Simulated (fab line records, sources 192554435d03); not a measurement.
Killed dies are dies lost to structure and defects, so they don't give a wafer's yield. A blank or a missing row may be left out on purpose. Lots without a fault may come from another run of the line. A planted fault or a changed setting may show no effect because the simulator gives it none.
Split-lot experiment | flow n5_finfet | 7 lots, 21 wafers read, on a route of 1938 steps

THE SPLIT
At N5_BEOL_M6_TRENCH_ETCH_37 (etches SiCOH lowk in C4F6/O2, target depth 94.435 nm, time 31.5 s), the setting time_s was moved away from the recipe's 31.5 s on 7 of the 21 wafers read, by -21.5% to -8.6%. The other wafers ran this setting at the recipe's value.

FROM THE SPLIT TO THE READING: what the file shows between them, 10 steps
- N5_BEOL_M6_ETCH_41: etches SiCN in CH3F/O2, target depth 29.7 nm, time 52 s
- N5_BEOL_M6_STRIP_80: strips in N2/H2, time 10 s
- N5_BEOL_M6_OCD_MEAS_38
- N5_BEOL_M6_HM_STRIP_39: strips TiN in peroxide tin strip, target depth 25 nm, time 158 s
- N5_BEOL_M6_SRD_40: time 30 s
- N5_BEOL_M6_ECD_50: material Cu, target thk 300 nm
- N5_BEOL_M6_ANNEAL_51: time 90 s
- N5_BEOL_M6_CMP_52: polishes, stops on SiCOH lowk, t overpolish 6.9 s, target thk 80 nm
- N5_BEOL_M6_PRE_CLEAN_55: time 15 s
- N5_BEOL_M6_DEP_56: deposits SiCN from 3MS/NH3, target thk 10 nm, time 17.5 s

THE READING
M6_RS, in ohm/sq, at N5_BEOL_M6_RS_MEAS_57 (measures by four-point-probe). Fault-free wafers of this fab line usually give 0.287 ohm/sq, standard deviation 0.007 ohm/sq.

wafer  | tool, chamber at the split | time_s as run, s | against the recipe | M6_RS, ohm/sq | against lot-mates on the recipe
L075.1 | rie_diel-02, 1             | 31.5             | recipe             | 0.283         | -
L075.3 | rie_diel-02, 2             | 26.31            | -16.5%             | 0.380         | +0.097
L075.5 | rie_diel-02, 0             | 26.31            | -16.5%             | 0.394         | +0.111
L082.1 | rie_diel-04, 1             | 28.8             | -8.6%              | 0.336         | +0.059
L082.4 | rie_diel-04, 2             | 31.5             | recipe             | 0.277         | -
L082.5 | rie_diel-04, 2             | 28.8             | -8.6%              | 0.306         | +0.029
L081.4 | rie_diel-02, 1             | 31.5             | recipe             | 0.280         | -
L081.5 | rie_diel-02, 0             | 31.5             | recipe             | 0.285         | -
L081.6 | rie_diel-02, 1             | 31.5             | recipe             | 0.279         | -
L085.2 | rie_diel-02, 1             | 31.5             | recipe             | 0.271         | -
L085.4 | rie_diel-02, 3             | 31.5             | recipe             | 0.277         | -
L085.6 | rie_diel-02, 0             | 31.5             | recipe             | 0.286         | -
L086.4 | rie_diel-01, 1             | 31.5             | recipe             | 0.287         | -
L086.5 | rie_diel-01, 1             | 31.5             | recipe             | 0.290         | -
L086.6 | rie_diel-01, 0             | 31.5             | recipe             | 0.293         | -
L089.4 | rie_diel-01, 1             | 31.5             | recipe             | 0.289         | -
L089.5 | rie_diel-01, 2             | 25.01            | -20.6%             | 0.411         | +0.120
L089.6 | rie_diel-01, 1             | 31.5             | recipe             | 0.292         | -
L097.1 | rie_diel-01, 0             | 24.72            | -21.5%             | 0.401         | +0.106
L097.2 | rie_diel-01, 3             | 31.5             | recipe             | 0.295         | -
L097.3 | rie_diel-01, 2             | 24.72            | -21.5%             | 0.403         | +0.108

THE FIT
A straight line over all 21 wafers: M6_RS changes by -0.00575 ohm/sq for each +1% of time_s; r = -0.98; the points scatter about the line by 0.0097 ohm/sq.
The same after taking each lot's own level away (the mean of its wafers on the recipe; 21 wafers): -0.00551 ohm/sq for each +1%; r = -0.98; scatter 0.0086 ohm/sq.
On that fit, the largest move of time_s shifts the reading by 0.12 ohm/sq.
The lots' own levels span 0.2770 to 0.2950 ohm/sq, that is 2.6 times the standard deviation above.
So the lot-to-lot level changes the slope little: the two slopes agree.
Check: with one of the wafers moved furthest among these (-21.5%) left out of the fit, the line predicts +0.123 ohm/sq for it against its lot-mates. It came out at +0.106 ohm/sq against them.

THE WHOLE CHAIN: every reading that the file lists as answering this split, in the file's order
step                      | what it does                                                        | reading                                                                      | change (the file's fit)               | r (the file's)
N5_BEOL_M6_TRENCH_ETCH_37 | etches SiCOH lowk in C4F6/O2, target depth 94.435 nm, time 31.5 s   | BEOL_M6.feature_depth_nm (the simulator's own value, which no gauge read)    | +0.957 nm for each +1% of the setting | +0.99
N5_BEOL_M6_TRENCH_ETCH_37 | etches SiCOH lowk in C4F6/O2, target depth 94.435 nm, time 31.5 s   | etch.depth_nm (the simulator's own value, which no gauge read)               | +0.959 nm for each +1% of the setting | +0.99
N5_BEOL_M6_OCD_MEAS_38    |                                                                     | trench_depth_nm                                                              | +0.955 nm for each +1% of the setting | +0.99
N5_BEOL_M6_CMP_52         | polishes, stops on SiCOH lowk, t overpolish 6.9 s, target thk 80 nm | Cu_of_BEOL_M6_ECD_50.thk_nm (the simulator's own value, which no gauge read) | +0.953 nm for each +1% of the setting | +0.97
N5_BEOL_M6_RS_MEAS_57     | measures by four-point-probe                                        | M6_RS                                                                        | -0.00557 for each +1% of the setting  | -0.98

THE FILE'S OWN FIT
M6_RS changes by -0.00557 ohm/sq for each +1% of time_s, r = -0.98.
